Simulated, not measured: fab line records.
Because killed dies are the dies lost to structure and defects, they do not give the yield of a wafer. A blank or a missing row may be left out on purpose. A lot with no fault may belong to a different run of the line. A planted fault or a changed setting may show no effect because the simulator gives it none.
Which tool did it? || flow n5 finfet || 33 wafers from 12 lots sampled at 3 of the route's 1938 steps

## WHAT THE GAUGES SHOWED, per wafer
N5_PASSIVATION_OVL_MEAS_60. Usual: TV_OVL typically reads 3 nm, with standard deviation 4.5.
{"lot": "L451", "measured": "day 12 18:29", "on": "overlay-02", "TV_OVL (nm)": "9 13 13", "flag": ""}
{"lot": "L453", "measured": "day 13 12:17", "on": "overlay-02", "TV_OVL (nm)": "13 6 0", "flag": ""}
{"lot": "L452", "measured": "day 13 12:29", "on": "overlay-02", "TV_OVL (nm)": "10 4 3", "flag": ""}
{"lot": "L454", "measured": "day 14 05:29", "on": "overlay-02", "TV_OVL (nm)": "-2 -2 1", "flag": ""}
{"lot": "L456", "measured": "day 13 17:14", "on": "overlay-02", "TV_OVL (nm)": "7 1 5", "flag": ""}
{"lot": "L457", "measured": "day 14 06:13", "on": "overlay-02", "TV_OVL (nm)": "6 2 1", "flag": ""}
{"lot": "L463", "measured": "day 15 22:39", "on": "overlay-02", "TV_OVL (nm)": "4 2 7", "flag": ""}
{"lot": "L464", "measured": "day 16 22:38", "on": "overlay-02", "TV_OVL (nm)": "-3 -6 -4", "flag": ""}
{"lot": "L462", "measured": "day 16 10:54", "on": "overlay-02", "TV_OVL (nm)": "7 -2 -4", "flag": ""}
{"lot": "L471", "measured": "day 18 14:44", "on": "overlay-02", "TV_OVL (nm)": "1 5", "flag": ""}
{"lot": "L472", "measured": "day 18 15:35", "on": "overlay-02", "TV_OVL (nm)": "1 3", "flag": ""}
{"lot": "L474", "measured": "day 19 10:15", "on": "overlay-01", "TV_OVL (nm)": "6 1", "flag": ""}

## WHAT TOOL EACH LOT RAN ON (gives the tool, then ch and the chambers of the sampled wafers, and finally the start)
{"lot": "L451", "N5_BEOL_M10_VIA_ETCH_34": "rie diel-02 ch 1,2, day 10 19:37", "N5_PASSIVATION_PECVD_01": "pecvd-04 ch 0,1,2, day 12 14:19"}
{"lot": "L453", "N5_BEOL_M10_VIA_ETCH_34": "rie diel-02 ch 0,1, day 11 11:03", "N5_PASSIVATION_PECVD_01": "pecvd-03 ch 0,1,2, day 13 08:19"}
{"lot": "L452", "N5_BEOL_M10_VIA_ETCH_34": "rie diel-05 ch 0,1, day 11 11:32", "N5_PASSIVATION_PECVD_01": "pecvd-04 ch 0,1,2, day 13 07:58"}
{"lot": "L454", "N5_BEOL_M10_VIA_ETCH_34": "rie diel-05 ch 0,2, day 11 20:32", "N5_PASSIVATION_PECVD_01": "pecvd-03 ch 1,2, day 14 02:07"}
{"lot": "L456", "N5_BEOL_M10_VIA_ETCH_34": "rie diel-02 ch 0,1,3, day 11 23:56", "N5_PASSIVATION_PECVD_01": "pecvd-01 ch 1,2, day 13 16:51"}
{"lot": "L457", "N5_BEOL_M10_VIA_ETCH_34": "rie diel-05 ch 0,1,2, day 12 02:07", "N5_PASSIVATION_PECVD_01": "pecvd-01 ch 0,1, day 14 05:21"}
{"lot": "L463", "N5_BEOL_M10_VIA_ETCH_34": "rie diel-02 ch 1,2,3, day 13 21:59", "N5_PASSIVATION_PECVD_01": "pecvd-03 ch 0,1,2, day 15 18:32"}
{"lot": "L464", "N5_BEOL_M10_VIA_ETCH_34": "rie diel-02 ch 1,2,3, day 14 05:21", "N5_PASSIVATION_PECVD_01": "pecvd-04 ch 1,2, day 16 19:26"}
{"lot": "L462", "N5_BEOL_M10_VIA_ETCH_34": "rie diel-02 ch 0,1,2, day 14 08:22", "N5_PASSIVATION_PECVD_01": "pecvd-01 ch 0,1,2, day 16 10:23"}
{"lot": "L471", "N5_BEOL_M10_VIA_ETCH_34": "rie diel-06 ch 1,3, day 16 08:56", "N5_PASSIVATION_PECVD_01": "pecvd-04 ch 0, day 18 11:35"}
{"lot": "L472", "N5_BEOL_M10_VIA_ETCH_34": "rie diel-05 ch 2, day 16 09:08", "N5_PASSIVATION_PECVD_01": "pecvd-04 ch 0, day 18 12:05"}
{"lot": "L474", "N5_BEOL_M10_VIA_ETCH_34": "rie diel-06 ch 1,3, day 17 14:48", "N5_PASSIVATION_PECVD_01": "pecvd-04 ch 1,2, day 19 07:50"}
- N5_BEOL_M10_VIA_ETCH_34: etches SiCOH lowk in C4F6/O2, target depth 184.5 nm, time 69.2 s.
- N5_PASSIVATION_PECVD_01: deposits SiNx from SiH4/NH3/N2, target thk 200 nm, time 43.2 s.

## WHAT THE TOOLS THEMSELVES READ (means of the sampled wafers that have a number; where no wafer has one, the mark that the record gives instead)
N5_BEOL_M10_VIA_ETCH_34. Usual: drypump motor current A 5.6 A, standard deviation 0.52; mfc ar sccm 299.9 sccm, standard deviation 0.79; oes product au 0.78 a.u., standard deviation 0.092; rf vpp V 657 V, standard deviation 17; showerhead plenum p Torr 2.85 Torr, standard deviation 0.06; throttle valve pct 20.95 %, standard deviation 0.29.
{"lot": "L451", "tool": "rie diel-02", "drypump motor current A (A)": 5.5, "mfc ar sccm (sccm)": 299.5, "oes product au (a.u.)": 0.73, "rf vpp V (V)": 663, "showerhead plenum p Torr (Torr)": 2.88, "throttle valve pct (%)": 21.20, "flag": ""}
{"lot": "L453", "tool": "rie diel-02", "drypump motor current A (A)": 6.0, "mfc ar sccm (sccm)": 300.1, "oes product au (a.u.)": 0.69, "rf vpp V (V)": 677, "showerhead plenum p Torr (Torr)": 2.90, "throttle valve pct (%)": 21.33, "flag": ""}
{"lot": "L452", "tool": "rie diel-05", "drypump motor current A (A)": 5.8, "mfc ar sccm (sccm)": 300.0, "oes product au (a.u.)": 0.73, "rf vpp V (V)": 644, "showerhead plenum p Torr (Torr)": 2.79, "throttle valve pct (%)": 20.91, "flag": ""}
{"lot": "L454", "tool": "rie diel-05", "drypump motor current A (A)": 6.2, "mfc ar sccm (sccm)": 299.5, "oes product au (a.u.)": 0.77, "rf vpp V (V)": 636, "showerhead plenum p Torr (Torr)": 2.76, "throttle valve pct (%)": 20.87, "flag": ""}
{"lot": "L456", "tool": "rie diel-02", "drypump motor current A (A)": 5.8, "mfc ar sccm (sccm)": 300.7, "oes product au (a.u.)": 0.77, "rf vpp V (V)": 660, "showerhead plenum p Torr (Torr)": 2.89, "throttle valve pct (%)": 21.21, "flag": ""}
{"lot": "L457", "tool": "rie diel-05", "drypump motor current A (A)": 5.7, "mfc ar sccm (sccm)": 299.8, "oes product au (a.u.)": 0.75, "rf vpp V (V)": 640, "showerhead plenum p Torr (Torr)": 2.80, "throttle valve pct (%)": 20.88, "flag": ""}
{"lot": "L463", "tool": "rie diel-02", "drypump motor current A (A)": 5.4, "mfc ar sccm (sccm)": 300.4, "oes product au (a.u.)": 0.76, "rf vpp V (V)": 651, "showerhead plenum p Torr (Torr)": 2.88, "throttle valve pct (%)": 21.15, "flag": ""}
{"lot": "L464", "tool": "rie diel-02", "drypump motor current A (A)": 5.4, "mfc ar sccm (sccm)": 300.1, "oes product au (a.u.)": 0.75, "rf vpp V (V)": 651, "showerhead plenum p Torr (Torr)": 2.88, "throttle valve pct (%)": 21.16, "flag": ""}
{"lot": "L462", "tool": "rie diel-02", "drypump motor current A (A)": 5.7, "mfc ar sccm (sccm)": 299.2, "oes product au (a.u.)": 0.77, "rf vpp V (V)": 668, "showerhead plenum p Torr (Torr)": 2.89, "throttle valve pct (%)": 21.18, "flag": ""}
{"lot": "L471", "tool": "rie diel-06", "drypump motor current A (A)": 5.7, "mfc ar sccm (sccm)": 300.2, "oes product au (a.u.)": 0.79, "rf vpp V (V)": 670, "showerhead plenum p Torr (Torr)": 2.80, "throttle valve pct (%)": 20.48, "flag": ""}
{"lot": "L472", "tool": "rie diel-05", "drypump motor current A (A)": 5.9, "mfc ar sccm (sccm)": 300.1, "oes product au (a.u.)": 0.77, "rf vpp V (V)": 628, "showerhead plenum p Torr (Torr)": 2.76, "throttle valve pct (%)": 20.84, "flag": ""}
{"lot": "L474", "tool": "rie diel-06", "drypump motor current A (A)": 5.7, "mfc ar sccm (sccm)": 300.1, "oes product au (a.u.)": 0.78, "rf vpp V (V)": 668, "showerhead plenum p Torr (Torr)": 2.80, "throttle valve pct (%)": 20.49, "flag": ""}

N5_PASSIVATION_PECVD_01. Usual: chamber pressure Torr 4.898 Torr, standard deviation 0.012; heater power w 376 W, standard deviation 130; showerhead plenum p Torr 8.66 Torr, standard deviation 0.075; throttle valve pct 29.7 %, standard deviation 1.7.
{"lot": "L451", "tool": "pecvd-04", "chamber pressure Torr (Torr)": 4.896, "heater power w (W)": 364, "showerhead plenum p Torr (Torr)": 8.69, "throttle valve pct (%)": 30.4, "flag": ""}
{"lot": "L453", "tool": "pecvd-03", "chamber pressure Torr (Torr)": 4.904, "heater power w (W)": 468, "showerhead plenum p Torr (Torr)": 8.67, "throttle valve pct (%)": 27.9, "flag": ""}
{"lot": "L452", "tool": "pecvd-04", "chamber pressure Torr (Torr)": 4.895, "heater power w (W)": 282, "showerhead plenum p Torr (Torr)": 8.70, "throttle valve pct (%)": 30.5, "flag": ""}
{"lot": "L454", "tool": "pecvd-03", "chamber pressure Torr (Torr)": 4.902, "heater power w (W)": 533, "showerhead plenum p Torr (Torr)": 8.67, "throttle valve pct (%)": 27.9, "flag": ""}
{"lot": "L456", "tool": "pecvd-01", "chamber pressure Torr (Torr)": 4.915, "heater power w (W)": 342, "showerhead plenum p Torr (Torr)": 8.62, "throttle valve pct (%)": 30.9, "flag": ""}
{"lot": "L457", "tool": "pecvd-01", "chamber pressure Torr (Torr)": 4.906, "heater power w (W)": 272, "showerhead plenum p Torr (Torr)": 8.68, "throttle valve pct (%)": 31.1, "flag": ""}
{"lot": "L463", "tool": "pecvd-03", "chamber pressure Torr (Torr)": 4.894, "heater power w (W)": 484, "showerhead plenum p Torr (Torr)": 8.68, "throttle valve pct (%)": 27.9, "flag": ""}
{"lot": "L464", "tool": "pecvd-04", "chamber pressure Torr (Torr)": 4.902, "heater power w (W)": 290, "showerhead plenum p Torr (Torr)": 8.71, "throttle valve pct (%)": 29.1, "flag": ""}
{"lot": "L462", "tool": "pecvd-01", "chamber pressure Torr (Torr)": 4.896, "heater power w (W)": 357, "showerhead plenum p Torr (Torr)": 8.60, "throttle valve pct (%)": 30.1, "flag": ""}
{"lot": "L471", "tool": "pecvd-04", "chamber pressure Torr (Torr)": 4.893, "heater power w (W)": 484, "showerhead plenum p Torr (Torr)": 8.70, "throttle valve pct (%)": 31.6, "flag": ""}
{"lot": "L472", "tool": "pecvd-04", "chamber pressure Torr (Torr)": 4.893, "heater power w (W)": 406, "showerhead plenum p Torr (Torr)": 8.67, "throttle valve pct (%)": 31.4, "flag": ""}
{"lot": "L474", "tool": "pecvd-04", "chamber pressure Torr (Torr)": 4.909, "heater power w (W)": 275, "showerhead plenum p Torr (Torr)": 8.70, "throttle valve pct (%)": 29.8, "flag": ""}

## THE ANSWER, worked out from the rows above alone
Rule: a lot is off if the mean of its wafers that have a number lies more than 3 standard deviations from the usual mean. A lot without any number at a reading at which 4 lots or more have one is off too. Any other lot the step has rows for is counted as sound. After the gauges, taken in route order, come the tools' own readings; for these a lot's mean is taken, as printed above. At the first step where some lot is off, the reading lying furthest off is the one used; lots without a number count as furthest.
Across all readings shown, no lot is off: no conclusion can be drawn from this.

## WHAT HAD BEEN PUT IN BY THE SIMULATOR
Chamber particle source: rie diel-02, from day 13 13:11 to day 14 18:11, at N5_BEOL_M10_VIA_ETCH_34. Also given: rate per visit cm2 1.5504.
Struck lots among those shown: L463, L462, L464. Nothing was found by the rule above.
